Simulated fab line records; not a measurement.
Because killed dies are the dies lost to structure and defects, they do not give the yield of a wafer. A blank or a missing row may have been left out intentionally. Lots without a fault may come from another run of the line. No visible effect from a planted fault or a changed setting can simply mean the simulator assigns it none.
Which tool is to blame? -- flow nand-harc -- 14 lots, 42 wafers sampled, at 4 steps of a route of 1302

== WHAT EACH GAUGE READ, for each wafer ==
NHARC_A_M0_CD_MEAS_16.
lot,measured,on,cd-nm (nm)
L689,day 23 14:13,cd-sem-03,78.9 79.5 78.9
L692,day 23 15:39,cd-sem-01,79.0 79.5 79.6
L690,day 23 17:40,cd-sem-02,80.0 78.5 78.7
L693,day 24 17:22,cd-sem-01,79.4 79.5 80.4
L699,day 26 14:11,cd-sem-01,78.9 78.5 78.9
L701,day 26 18:03,cd-sem-01,80.8 80.6 80.1
L702,day 28 07:40,cd-sem-02,80.2 80.2 80.7
L703,day 28 11:49,cd-sem-02,78.8 79.2 78.7
L705,day 29 18:41,cd-sem-03,79.1 80.4 79.9
L708,day 30 07:25,cd-sem-01,79.8 80.2 80.0
L707,day 30 08:22,cd-sem-02,80.8 80.4 80.2
L709,day 30 14:57,cd-sem-03,80.3 80.9 80.0
L710,day 31 16:34,cd-sem-02,79.5 79.2 79.5
L711,day 32 00:17,cd-sem-01,79.7 80.1 80.3

NHARC_A_M0_INSPECT_27.
lot,measured,on,raw-defect-count
L689,day 23 16:23,defect-inspect-02,594 309 324
L692,day 23 17:50,defect-inspect-02,558 504 649
L690,day 23 19:51,defect-inspect-01,483 470 385
L693,day 24 20:02,defect-inspect-02,593 480 584
L699,day 26 16:23,defect-inspect-01,336 474 418
L701,day 26 20:13,defect-inspect-01,649 535 582
L702,day 28 09:49,defect-inspect-02,551 594 653
L703,day 28 14:02,defect-inspect-02,397 492 713
L705,day 29 20:52,defect-inspect-01,725 615 479
L708,day 30 09:38,defect-inspect-02,466 407 394
L707,day 30 10:32,defect-inspect-01,507 542 583
L709,day 30 17:11,defect-inspect-01,435 436 565
L710,day 31 18:43,defect-inspect-01,493 566 610
L711,day 32 02:30,defect-inspect-01,432 608 480

NHARC_A_M1_CD_MEAS_16.
lot,measured,on,cd-nm (nm)
L689,day 23 18:11,cd-sem-01,120.4 119.8 119.7
L692,day 23 19:44,cd-sem-01,120.7 121.5 119.3
L690,day 23 21:45,cd-sem-03,119.9 119.9 119.5
L693,day 24 21:58,cd-sem-02,120.2 120.1 120.8
L699,day 26 18:09,cd-sem-02,118.5 117.4 117.8
L701,day 26 22:07,cd-sem-01,119.5 119.4 120.0
L702,day 28 11:41,cd-sem-03,119.5 118.9 119.2
L703,day 28 15:58,cd-sem-02,119.3 120.1 120.2
L705,day 29 22:44,cd-sem-01,121.6 120.4 120.9
L708,day 30 11:47,cd-sem-02,120.2 120.9 120.1
L707,day 30 12:33,cd-sem-02,120.4 120.0 119.9
L709,day 30 19:03,cd-sem-03,120.0 119.7 119.8
L710,day 31 20:38,cd-sem-01,119.5 119.4 119.7
L711,day 32 04:16,cd-sem-02,120.4 120.3 120.7

== TOOL THAT RAN EACH LOT (tool first, then ch and the chambers of the sampled wafers, then the start) ==
lot,NHARC_A_M1_EXPOSE_06
L689,"arfi-scanner-01 ch 0, day 23 17:32"
L692,"arfi-scanner-03 ch 0, day 23 19:06"
L690,"arfi-scanner-01 ch 0, day 23 21:07"
L693,"arfi-scanner-02 ch 0, day 24 21:17"
L699,"arfi-scanner-03 ch 0, day 26 17:31"
L701,"arfi-scanner-01 ch 0, day 26 21:29"
L702,"arfi-scanner-03 ch 0, day 28 11:04"
L703,"arfi-scanner-02 ch 0, day 28 15:18"
L705,"arfi-scanner-02 ch 0, day 29 22:07"
L708,"arfi-scanner-01 ch 0, day 30 11:10"
L707,"arfi-scanner-01 ch 0, day 30 11:50"
L709,"arfi-scanner-01 ch 0, day 30 18:25"
L710,"arfi-scanner-02 ch 0, day 31 19:59"
L711,"arfi-scanner-02 ch 0, day 32 03:38"
- NHARC_A_M1_EXPOSE_06: exposes mask A M1, target cd 120 nm.

== WHAT THE TOOLS THEMSELVES READ (means of the sampled wafers that have a number; where no wafer has one, the mark that the record gives instead) ==
NHARC_A_M1_EXPOSE_06.
lot,tool,exposure-dose-mJ-cm2
L689,arfi-scanner-01,75.00
L692,arfi-scanner-03,75.01
L690,arfi-scanner-01,75.02
L693,arfi-scanner-02,75.20
L699,arfi-scanner-03,73.49
L701,arfi-scanner-01,75.02
L702,arfi-scanner-03,73.74
L703,arfi-scanner-02,74.99
L705,arfi-scanner-02,75.13
L708,arfi-scanner-01,75.02
L707,arfi-scanner-01,74.97
L709,arfi-scanner-01,75.08
L710,arfi-scanner-02,75.05
L711,arfi-scanner-02,75.13

== THE ANSWER, worked out from the rows above alone ==
Rule: usual is defined by the lots themselves. The widest of any qualifying gaps counts: lots, ordered by their means at a reading, are off when they make up no more than a third of the lots, leave a main group of 4 or more, and stand apart from it by 3 or more times the standard deviation of that group's means. The tables above print the reading to a certain number of digits; a main group whose means all agree to those digits is not used. A lot without any number at a reading at which 4 lots or more have one is off too. All remaining lots with rows at the step are treated as sound. The gauges are gone through in route order, then the tools' own readings, and for those a lot's mean is taken as printed above. The first step at which some lot is off is used, and at that step the reading that is off furthest; a lot without a number counts as furthest.
Off: L699, L702, at NHARC_A_M1_EXPOSE_06 (exposure-dose-mJ-cm2). The main group: mean 75.05, standard deviation 0.066.
If a tool, at that step or one of the process steps before it, ran each lot that is off and ran no sound lot following the first of them, it fits. One candidate fits, namely arfi-scanner-03 at NHARC_A_M1_EXPOSE_06. A fault onset in the window from L692 (day 23 19:06, its last sound lot) to L699 (day 26 17:31, its first lot off) fits.
On the lots that are off, the tool's own readings at NHARC_A_M1_EXPOSE_06 differ by more than 5 times the standard deviation of the sound lots' means, which bears it out; exposure-dose-mJ-cm2 reads 73.61 there versus 75.05 on the sound lots.

== WHAT THE SIMULATOR HAD INSERTED ==
Process parameters drifting: arfi-scanner-03 at NHARC_A_M1_EXPOSE_06, beginning at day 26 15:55. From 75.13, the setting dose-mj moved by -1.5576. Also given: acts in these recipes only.
Shown lots that were struck: L699, L702. This agrees with what the rule above found.
